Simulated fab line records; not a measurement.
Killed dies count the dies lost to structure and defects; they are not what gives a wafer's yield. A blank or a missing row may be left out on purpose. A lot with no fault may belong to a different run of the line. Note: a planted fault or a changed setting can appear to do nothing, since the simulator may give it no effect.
Which tool was responsible? + flow n5Finfet + 30 wafers from 10 lots sampled at 2 of the route's 1938 steps

== WHAT THE GAUGES READ, wafer by wafer ==
N5_BEOL_M10_INSPECT_13: inspects for defects (brightfield).
| lot  | measured     | on               | rawDefectCount |
|------|--------------|------------------|----------------|
| L894 | day 9 21:49  | defectInspect-02 | 420 529 360    |
| L895 | day 10 04:04 | defectInspect-02 | 238 355 329    |
| L899 | day 11 17:56 | defectInspect-01 | 377 518 525    |
| L902 | day 11 21:23 | defectInspect-01 | 421 416 1602   |
| L905 | day 13 07:11 | defectInspect-02 | 1518 388 405   |
| L906 | day 13 14:23 | defectInspect-01 | 316 250 348    |
| L907 | day 13 21:46 | defectInspect-02 | 321 407 357    |
| L909 | day 14 10:46 | defectInspect-02 | 480 353 305    |
| L916 | day 16 07:45 | defectInspect-01 | 506 365 481    |
| L917 | day 16 10:49 | defectInspect-02 | 319 434 461    |

== TOOL THAT RAN EACH LOT (tool first, then ch and the chambers of the sampled wafers, then the start) ==
| lot  | N5_BEOL_M10_PECVD_70            |
|------|---------------------------------|
| L894 | pecvd-03 ch 0,2, day 9 20:02    |
| L895 | pecvd-03 ch 0,2, day 10 01:12   |
| L899 | pecvd-04 ch 1,2, day 11 16:35   |
| L902 | pecvd-04 ch 0,1,2, day 11 19:05 |
| L905 | pecvd-04 ch 0,1,2, day 13 06:00 |
| L906 | pecvd-03 ch 0,1,2, day 13 13:35 |
| L907 | pecvd-02 ch 1,2, day 13 20:29   |
| L909 | pecvd-02 ch 0,1, day 14 08:52   |
| L916 | pecvd-04 ch 0,1,2, day 16 06:32 |
| L917 | pecvd-04 ch 1,2, day 16 09:13   |
- N5_BEOL_M10_PECVD_70: deposits SiO2 from TEOS/O2, target thk 20 nm, time 22.7 s.

== THE ANSWER, worked out from the rows above alone ==
Rule: what is usual is taken from the lots themselves. The widest of any qualifying gaps counts: lots, ordered by their means at a reading, are off when they make up no more than a third of the lots, leave a main group of 4 or more, and stand apart from it by 3 or more times the standard deviation of that group's means. The tables above print the reading to a certain number of digits; a main group whose means all agree to those digits is not used. A lot without any number at a reading at which 4 lots or more have one is off too. Any other lot the step has rows for is counted as sound.
Off: L902, L905 (N5_BEOL_M10_INSPECT_13, rawDefectCount). Main group: mean 390, sd 59.
A tool fits if, at a process step before that reading, it ran every lot that is off, and no sound lot after the first of them. Gauges at N5_BEOL_M10_INSPECT_13: tried the same way as those tools. No candidate that was tried fits.

== WHAT WAS PUT IN BY THE SIMULATOR ==
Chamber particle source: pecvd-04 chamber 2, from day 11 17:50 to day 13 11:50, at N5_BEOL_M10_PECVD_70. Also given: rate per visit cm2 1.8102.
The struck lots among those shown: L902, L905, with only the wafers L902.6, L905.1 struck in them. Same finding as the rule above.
